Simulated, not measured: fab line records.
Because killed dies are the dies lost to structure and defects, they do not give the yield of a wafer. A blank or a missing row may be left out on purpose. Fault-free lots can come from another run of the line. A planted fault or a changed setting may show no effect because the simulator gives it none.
A lot that was struck, set against a sound lot    flow n5_finfet    16 steps out of a route of 1938
Sound: wafers L110.1, L110.3, L110.5. Wafers L104.2, L104.3, L104.4 were the ones struck. The cause comes at the end.
At each step with rows: each side's tool, then ch and its chambers, then its first start. Under that, the readings that differ: sound wafers    struck wafers    difference of the means    sigmas: that difference in standard deviations of wafers without a fault.
alike: same words and numbers on both sides, and readings whose means sit less than 2 such deviations apart. not compared: any withheld reading, any reading some wafer has no value for, any bound like >300 that may hide the same value, and any number with overlapping values for which the record gives no deviation.
A row with sigmas, a row that says differs or no value, or rows on one side alone: a step with any of these is where the two part. When numbers do not overlap yet have no deviation, they are printed without sigmas and do not part them. A reading missing from all wafers of one side parts the sides only when that side holds two or more wafers.

first, 8 steps without rows for these wafers: N5_BEOL_M9_COAT_64 (time 60 s, resist thk 12 nm); N5_BEOL_M9_COAT_75 (time 60 s, resist thk 5 nm); N5_BEOL_M9_COAT_22 (resist thk 30 nm); N5_BEOL_M9_EBR_24; N5_BEOL_M9_SOFTBAKE_23 (time 60 s); N5_BEOL_M9_EXPOSE_25 (exposes mask V8); N5_BEOL_M9_PEB_26 (peb time 60 s); N5_BEOL_M9_DEVELOP_27 (develop time 30 s).
N5_BEOL_M9_CD_MEAS_28: target cd 70 nm.
  sound on cd_sem-02 ch 0, day 15 07:43; struck on cd_sem-02 ch 0, day 13 08:06
reading     sound              struck             difference  sigmas
cd_nm (nm)  70.20 70.27 70.41  69.50 69.60 69.79  -0.66       -3
N5_BEOL_M9_OVL_MEAS_29:
  sound on overlay-01 ch 0, day 15 07:45; struck on overlay-01 ch 0, day 13 08:08
  alike: V8_OVL
N5_BEOL_M9_INSPECT_30: inspects for defects (brightfield).
  sound: defect_inspect-01 at day 15 07:49; struck: defect_inspect-01 at day 13 08:11
  alike: raw_defect_count
N5_BEOL_M9_DESCUM_33: chemistry O2, time 7 s.
  sound on rie_diel-06 ch 0,3, day 15 08:19; struck on rie_diel-06 ch 0,1,2, day 13 08:14
  alike: drypump_motor_current_A, oes_product_au, rf_vpp_V, showerhead_plenum_p_Torr, throttle_valve_pct
  not compared: rf_hours_counter_h
N5_BEOL_M9_ETCH_76: etches underlayer in N2/H2, target depth 6.5 nm, time 5.2 s.
  sound on rie_diel-06 ch 0,3, day 15 08:21; struck on rie_diel-06 ch 0,1,2, day 13 08:16
  no value came back on the struck wafers for any of 8 readings (bias_w (W), chamber_pressure_mTorr (mTorr) and others); on the sound wafers bias_w (W) reads 150.2 150.3 150.3
reading                                       sound           struck      difference  sigmas
model.CAR-EUV_of_BEOL_M9_COAT_22.thk_nm (nm)  20.4 20.2 20.2  25.8 26 26  +5.7        
  not compared: rf_hours_counter_h
N5_BEOL_M9_ETCH_65: etches SiARC in CF4, target depth 15.6 nm, time 26 s.
  sound on rie_diel-06 ch 0,3, day 15 08:22; struck on rie_diel-06 ch 0,1,2, day 13 08:17
reading                                       sound            struck             difference  sigmas
cf4_flow_sccm (sccm)                          100.0 99.5 99.6  100.8 100.0 100.2  +0.6        +2
model.CAR-EUV_of_BEOL_M9_COAT_22.thk_nm (nm)  11.2 11 11       16.8 16.8 16.8     +5.7        
  alike: bias_w, drypump_motor_current_A, etch_rf_on_time_s, oes_product_au, rf_vpp_V, showerhead_plenum_p_Torr, throttle_valve_pct
  not compared: rf_hours_counter_h
N5_BEOL_M9_ETCH_66: etches SOC in N2/H2, target depth 80 nm, overetch 16 nm, time 120 s.
  sound on rie_diel-06 ch 0,3, day 15 08:24; struck on rie_diel-06 ch 0,1,2, day 13 08:19
  alike: bias_w, chamber_pressure_mTorr, drypump_motor_current_A, oes_product_au, rf_vpp_V, showerhead_plenum_p_Torr, throttle_valve_pct
  not compared: rf_hours_counter_h
after that, 1 step had no rows for these wafers: N5_PASSIVATION_PROBE_49.

== WHERE THEY PART ==
Earliest at N5_BEOL_M9_CD_MEAS_28; latest, in this record, at N5_BEOL_M9_ETCH_65. Later steps at which nothing parts them and some readings are alike: N5_BEOL_M9_ETCH_66.

WHY: the cause the simulator had injected
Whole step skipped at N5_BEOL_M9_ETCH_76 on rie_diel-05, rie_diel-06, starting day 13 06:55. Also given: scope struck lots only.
